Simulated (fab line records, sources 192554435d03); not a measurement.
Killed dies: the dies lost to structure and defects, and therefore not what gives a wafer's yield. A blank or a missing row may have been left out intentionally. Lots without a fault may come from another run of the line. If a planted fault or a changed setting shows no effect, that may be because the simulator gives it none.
Problem report in the 8D (eight disciplines) form, filled by code -- flow n5_finfet -- the parts of the form that need people (team, actions taken, sign-off) are left out

1. PROBLEM STATEMENT
N5_PASSIVATION_PROBE_49, killed_at_M4_up: mean 1075 over 1 wafer from 1 lot; wafers with no fault: 13, standard deviation 4.6. That is +99 or more standard deviations from the usual mean.
First seen on wafer L332.2, day 14 23:40, on prober-02. Wafers with a number at this step in the record: 7, from 3 lots. Rule for "out" (also "out of limits"): further than 4 standard deviations from the usual mean. Any other wafer with a number is counted as sound.

2. WHAT IT IS; WHAT IT IS NOT
question,is,is not
which readings at this step,"killed_at_M4_up, defect_limited_yield, killed_dies, killed_on_rim, sort_bin_5_function, sort_n_pass, sort_yield_pct","killed_at_M0_to_M3, killed_at_contacts, killed_at_front_end, killed_at_other, killed_short, sort_bin_6_memory"
which lots,L332,"L336, L337"
which wafers of those lots,L332.2,"L332.3, L332.6"
read on which tools,prober-02,prober-01
when,from day 14 23:40,"up to then (0 sound wafers); but 6 sound wafers of L332, L336, L337 came after"

3. THE SUSPECTS, EACH WITH WHAT RULES IT OUT
Counting: if a tool at a process step up to the reading ran every lot that is out, it stays a suspect. Sound lots after the first of them don't rule it out here, since some wafers of a struck lot are sound.
- rie_diel-01 at N5_BEOL_M8_ETCH_61 (etches SiARC in CF4, target depth 45.5 nm, time 75.8 s): kept. It ran the lot that is out, L332 (day 11 16:26).
- rie_diel-02 at N5_BEOL_M8_ETCH_66 (etches SOC in N2/H2, target depth 80 nm, overetch 16 nm, time 120 s): kept. It ran the lot that is out, L332 (day 11 17:32).
- rie_diel-02 at N5_BEOL_M8_VIA_ETCH_34 (etches SiCOH lowk in C4F6/O2, target depth 125.5 nm, time 50.5 s): kept. It ran the lot that is out, L332 (day 11 17:38).
- prober-02 at N5_PASSIVATION_PROBE_49: kept. It ran the lot that is out, L332 (day 14 23:40). Out on those wafers are its own readings of defect_limited_yield, killed_at_M4_up, killed_dies, killed_on_rim, sort_bin_5_function, sort_n_pass, sort_yield_pct.
- Within rie_diel-01 at N5_BEOL_M8_ETCH_61: the wafers that are out ran in chamber 0; their sound lot-mates ran in chambers 1, 3.
- Within rie_diel-02 at N5_BEOL_M8_ETCH_66: the wafers that are out ran in chamber 0; their sound lot-mates ran in chambers 2, 3.
- Within rie_diel-02 at N5_BEOL_M8_VIA_ETCH_34: the wafers that are out ran in chamber 0; their sound lot-mates ran in chambers 2, 3.
Left after counting: rie_diel-01 at N5_BEOL_M8_ETCH_61, rie_diel-02 at N5_BEOL_M8_ETCH_66, rie_diel-02 at N5_BEOL_M8_VIA_ETCH_34, prober-02 at N5_PASSIVATION_PROBE_49.

4. THE CAUSE (what the simulator had put in)
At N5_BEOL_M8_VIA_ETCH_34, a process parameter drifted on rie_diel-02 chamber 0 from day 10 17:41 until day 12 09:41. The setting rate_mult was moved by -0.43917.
This tool is one of the 4 suspects left after counting.

5. THE EFFECT CHAIN, in route order
One row per reading whose mean, taken over the struck wafers that have a number, lies over 3 standard deviations from the usual. Only readings for which the record gives a usual standard deviation are gone through. hours: the time from each lot's start at the first step in this table that gives one to its start at this step, as a median over the lots. sigmas: the change in usual standard deviations.
hours,step,reading,usual,on struck wafers,change,sigmas
0,N5_BEOL_M8_VIA_ETCH_34,oes_product_au,0.82 a.u.,0.58,-0.24,-3.6
78,N5_PASSIVATION_PROBE_49,defect_limited_yield,91.2 %,0.0,-91.2,-70
78,N5_PASSIVATION_PROBE_49,killed_at_M4_up,13,1075,+1062,+99 or more
78,N5_PASSIVATION_PROBE_49,killed_dies,104,1180,+1076,+67
78,N5_PASSIVATION_PROBE_49,killed_on_rim,14,152,+138,+33
78,N5_PASSIVATION_PROBE_49,sort_bin_5_function,5.1 %,95.7,+90.6,+99 or more
78,N5_PASSIVATION_PROBE_49,sort_n_pass,1076,0,-1076,-67
78,N5_PASSIVATION_PROBE_49,sort_yield_pct,91.2 %,0.0,-91.2,-70
Process steps it contains:
- N5_BEOL_M8_VIA_ETCH_34: etches SiCOH lowk in C4F6/O2, target depth 125.5 nm, time 50.5 s.
- N5_PASSIVATION_PROBE_49

6. WHAT WOULD HAVE CAUGHT IT SOONER
First out-of-limits reading in this record: day 14 23:40, which is 102 hours after fault onset at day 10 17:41.
Tool readings at N5_BEOL_M8_VIA_ETCH_34 with a usual standard deviation given in the record: none out on any struck wafer, hence no alarm at a limit of 4 standard deviations on them.
Lots out: 1; all had begun N5_BEOL_M8_VIA_ETCH_34 on rie_diel-02 by day 14 23:40. Had the tool been put on hold then, not one of them would have been saved.
